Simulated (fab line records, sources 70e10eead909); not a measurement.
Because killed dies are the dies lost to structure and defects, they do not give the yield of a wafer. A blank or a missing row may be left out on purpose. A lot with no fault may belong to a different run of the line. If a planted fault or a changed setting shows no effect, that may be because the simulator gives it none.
Which tool did it? + flow nand-harc + Sampling: 6 lots, 18 wafers, 5 of 1302 route steps

WHAT THE GAUGES SHOWED, per wafer
NHARC_END_SORT_01.
| lot  | measured     | on        | killed-at-array |
|------|--------------|-----------|-----------------|
| L225 | day 26 09:17 | prober-02 | 66 72 81        |
| L234 | day 30 01:13 | prober-02 | 73 73 76        |
| L238 | day 31 22:39 | prober-01 | 70 87 94        |

WHICH TOOL RAN EACH LOT (tool, then ch and the chambers of the sampled wafers, then the start)
| lot  | NHARC_A_STAIRCASE_TRIM_222                    | NHARC_A_STAIRCASE_ETCH_225                    | NHARC_A_STAIRCASE_ETCH_236                    | NHARC_A_STAIRCASE_STRIP_238          |
|------|-----------------------------------------------|-----------------------------------------------|-----------------------------------------------|--------------------------------------|
| L224 | rie-diel-12 ch 0,1,2, day 17 12:04 or earlier | rie-diel-12 ch 0,1, day 17 12:04 or earlier   | rie-diel-01 ch 0,2,3, day 17 12:04 or earlier | plasma-asher-02 ch 0,1, day 17 12:04 |
| L225 | rie-diel-12 ch 0,1,3, day 18 05:05 or earlier | rie-diel-12 ch 1,2, day 18 05:05 or earlier   | rie-diel-13 ch 1,2,3, day 18 05:05 or earlier | plasma-asher-01 ch 0,1, day 18 05:05 |
| L234 | rie-diel-01 ch 0,2,3, day 21 15:41 or earlier | rie-diel-01 ch 0,3, day 21 15:41 or earlier   | rie-diel-12 ch 2,3, day 21 15:41 or earlier   | plasma-asher-01 ch 0,1, day 21 15:41 |
| L238 | rie-diel-12 ch 0,3, day 23 14:34 or earlier   | rie-diel-12 ch 0,1,2, day 23 14:34 or earlier | rie-diel-12 ch 0,2,3, day 23 14:34 or earlier | plasma-asher-02 ch 0,1, day 23 14:34 |
| L241 | rie-diel-12 ch 1,2,3, day 24 07:31 or earlier | rie-diel-12 ch 1,2, day 24 07:31 or earlier   | rie-diel-01 ch 1,2,3, day 24 07:31 or earlier | plasma-asher-02 ch 0,1, day 24 07:31 |
| L244 | rie-diel-13 ch 1,2,3, day 25 17:55 or earlier | rie-diel-13 ch 0,3, day 25 17:55 or earlier   | rie-diel-13 ch 0,1,2, day 25 17:55 or earlier | plasma-asher-02 ch 0,1, day 25 17:55 |
- NHARC_A_STAIRCASE_TRIM_222: chemistry O2, time 211.2 s.
- NHARC_A_STAIRCASE_ETCH_225: etches the open film in C4F8/O2, target depth 100 nm, time 40.5 s.
- NHARC_A_STAIRCASE_ETCH_236: etches the open film in C4F8/O2, target depth 100 nm, time 40.5 s.
- NHARC_A_STAIRCASE_STRIP_238: strips in O2.

THE ANSWER, worked out from the rows above alone
Rule: the lots themselves supply what counts as usual. The widest of any qualifying gaps counts: lots, ordered by their means at a reading, are off when they make up no more than a third of the lots, leave a main group of 4 or more, and stand apart from it by 3 or more times the standard deviation of that group's means. A main group whose means are all the same, to the digits that the tables above print for the reading, isn't used. Also off: a lot with no number at a reading for which 4 or more lots have one. The other lots that the step has rows for count as sound.
No lot is off on any of the readings shown, so nothing can be concluded from this.

WHAT WAS PUT IN BY THE SIMULATOR
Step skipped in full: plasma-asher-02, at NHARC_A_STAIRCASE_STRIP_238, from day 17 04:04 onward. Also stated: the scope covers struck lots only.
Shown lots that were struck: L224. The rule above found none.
